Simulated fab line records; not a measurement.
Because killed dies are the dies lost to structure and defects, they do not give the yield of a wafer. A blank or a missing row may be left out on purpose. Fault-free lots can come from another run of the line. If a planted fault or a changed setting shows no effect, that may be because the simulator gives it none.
A lot that was struck, set against a sound lot :: flow n5 finfet :: 25 out of 1938 route steps
Sound: these wafers, L808.1, L808.2, L808.4. Wafers L801.1, L801.2, L801.3 were the ones struck. The cause is given at the end.
Per side, at each step with rows, come the tool, then ch with its chambers, and then its first start. Under that, the readings that differ: sound wafers :: struck wafers :: difference of the means :: sigmas: that difference in standard deviations of wafers without a fault.
alike: same words and numbers on both sides, and readings whose means sit less than 2 such deviations apart. not compared: any withheld reading, any reading some wafer has no value for, any bound like >300 that may hide the same value, and any number with overlapping values for which the record gives no deviation.
The two part at a step that has a row with sigmas, a row that says differs or no value, or rows on one side only. Numbers that have no deviation but don't overlap get no sigmas and don't part them. Lack of a reading on every wafer of one side parts them only where that side has two or more wafers.

first, 9 steps without rows for these wafers: N5_BEOL_M0_SAQP_COAT_81 (time 60 s, resist thk 100 nm); N5_BEOL_M0_SAQP_COAT_82 (time 60 s, resist thk 30 nm); N5_BEOL_M0_SAQP_COAT_08 (resist thk 90 nm); N5_BEOL_M0_SAQP_EBR_10; N5_BEOL_M0_SAQP_SOFTBAKE_09 (time 60 s); N5_BEOL_M0_SAQP_EXPOSE_11 (exposes mask M0 CORE, target cd 42 nm); N5_BEOL_M0_SAQP_PEB_12 (peb time 60 s); N5_BEOL_M0_SAQP_DEVELOP_13 (develop time 30 s); N5_BEOL_M0_SAQP_DESCUM_19 (chemistry O2, time 7.9 s).
N5_BEOL_M0_SAQP_ETCH_83: etches SiARC in CF4, target depth 39 nm, time 65 s.
  sound on rie diel-06 ch 1,2,3, day 9 08:11; struck on rie diel-01 ch 0,2,3, day 7 15:41
  no value came back on the struck wafers for any of 9 readings (bias w (W), cf4 flow sccm (sccm) and others); on the sound wafers bias w (W) reads 36.15 35.98 36.11
reading: model.CAR-ArF_of_BEOL_M0_SAQP_COAT_08.thk nm (nm)
sound: 55.8 55.6 55.6
struck: 83.6 83.6 83.6
difference: +27.9
sigmas: 
N5_BEOL_M0_SAQP_ETCH_84: etches SOC in N2/H2, target depth 100 nm, overetch 20 nm, time 150 s.
  sound on rie diel-06 ch 1,2,3, day 9 08:14; struck on rie diel-01 ch 0,2,3, day 7 15:44
reading: drypump motor current A (A)
sound: 5.0 5.3 5.8
struck: 6.6 6.1 6.1
difference: +0.9
sigmas: +2

reading: oes product au (a.u.)
sound: 0.67 0.64 0.65
struck: 0.28 0.34 0.36
difference: -0.33
sigmas: -4

reading: rf hours counter h (h)
sound: 177 211 184
struck: 152 10 1
difference: -136
sigmas: 
  alike: bias w, chamber pressure mTorr, h2 flow sccm, rf vpp V, showerhead plenum p Torr, throttle valve pct
then, 1 step without rows for these wafers: N5_BEOL_M0_SAQP_STRIP_80 (strips in N2/H2).
N5_BEOL_M0_SAQP_HM_OPEN_112: chemistry CHF3/O2, target SiO2, stops on a-Si, target depth 12 nm, time 13.5 s.
  sound on rie diel-06 ch 1,2,3, day 9 08:21; struck on rie diel-01 ch 0,2,3, day 7 15:51
reading: drypump motor current A (A)
sound: 5.0 5.3 5.8
struck: 6.7 6.1 6.0
difference: +0.9
sigmas: +2

reading: oes product au (a.u.)
sound: 0.48 0.47 0.47
struck: 0.28 0.35 0.37
difference: -0.14
sigmas: -3

reading: rf hours counter h (h)
sound: 177 211 184
struck: 152 10 1
difference: -136
sigmas: 
  alike: rf vpp V, showerhead plenum p Torr, throttle valve pct
then, 1 step without rows for these wafers: N5_BEOL_M0_SAQP_STRIP_113 (strips in CHF3/O2).
N5_BEOL_M0_SAQP_MANDREL_ETCH_20: etches a-Si in HBr/Cl2, stops on SiNx, target depth 60 nm, bt time 10 s, time 30 s.
  sound on rie si-02 ch 0,2,3, day 9 08:26; struck on rie si-05 ch 0,2,3, day 7 15:56
reading: oes product au (a.u.)
sound: 0.774 0.793 0.789
struck: 0.328 0.342 0.330
difference: -0.452
sigmas: -38

reading: rf hours counter h (h)
sound: 91 93 152
struck: 86 1 39
difference: -70
sigmas: 
  alike: HBr_flow_sccm, bias w, drypump motor current A, throttle valve pct
then, 5 steps without rows for these wafers: N5_BEOL_M0_SAQP_STRIP_86 (strips in N2/H2); N5_BEOL_M0_SAQP_STRIP_115 (strips in post etch residue remover, time 60 s); N5_BEOL_M0_SAQP_SRD_93 (time 30 s); N5_BEOL_M0_SAQP_RECESS_114 (chemistry HF/NH3, target SiO2, target depth 14.4 nm, afs cycles 3, sublimation time 60 s); N5_BEOL_M0_SAQP_SPACER1_ALD_98 (deposits SiO2, target thk 12.8 nm, pulse time 1 s, purge time 2 s).
N5_BEOL_M0_SAQP_SPACER1_ETCHBACK_99: etches SiO2 in CHF3/O2, target depth 15.4 nm, time 7.7 s.
  sound on rie diel-03 ch 0,2,3, day 9 09:38; struck on rie diel-06 ch 0,1,3, day 7 17:09
reading: oes product au (a.u.)
sound: 0.90 0.71 0.72
struck: 0.33 0.27 0.28
difference: -0.48
sigmas: -5
  alike: drypump motor current A, rf vpp V, showerhead plenum p Torr, throttle valve pct
  not compared: rf hours counter h
N5_BEOL_M0_SAQP_MANDREL1_REMOVE_100: chemistry HBr/Cl2/O2, target a-Si, stops on SiNx, bt time 10 s.
  sound on rie si-02 ch 0,2,3, day 9 09:43; struck on rie si-02 ch 0,1,2, day 7 17:14
reading: oes product au (a.u.)
sound: 1.034 1.009 0.996
struck: 0.384 0.375 0.379
difference: -0.634
sigmas: -42
  alike: drypump motor current A, throttle valve pct
  not compared: rf hours counter h
N5_BEOL_M0_SAQP_CD_MEAS_25: target cd 13.1 nm.
  sound on cd sem-01 ch 0, day 9 09:50; struck on cd sem-01 ch 0, day 7 17:20
reading: cd nm (nm)
sound: 13.07 12.81 12.85
struck: - - -
difference: no value on the struck wafers
sigmas: 
then, 1 step without rows for these wafers: N5_BEOL_M0_SAQP_ETCH_101 (etches SiNx in CH3F/O2, target depth 29.9 nm, time 42.7 s).
N5_BEOL_M4_RC_MEAS_101:
  the record has rows for the sound wafers here (prober-02 ch 0, day 12 13:04) and none for the struck ones

WHERE THEY PART
At N5_BEOL_M0_SAQP_ETCH_83 first; at N5_BEOL_M4_RC_MEAS_101 last (within this record only).

WHY: the cause the simulator had injected
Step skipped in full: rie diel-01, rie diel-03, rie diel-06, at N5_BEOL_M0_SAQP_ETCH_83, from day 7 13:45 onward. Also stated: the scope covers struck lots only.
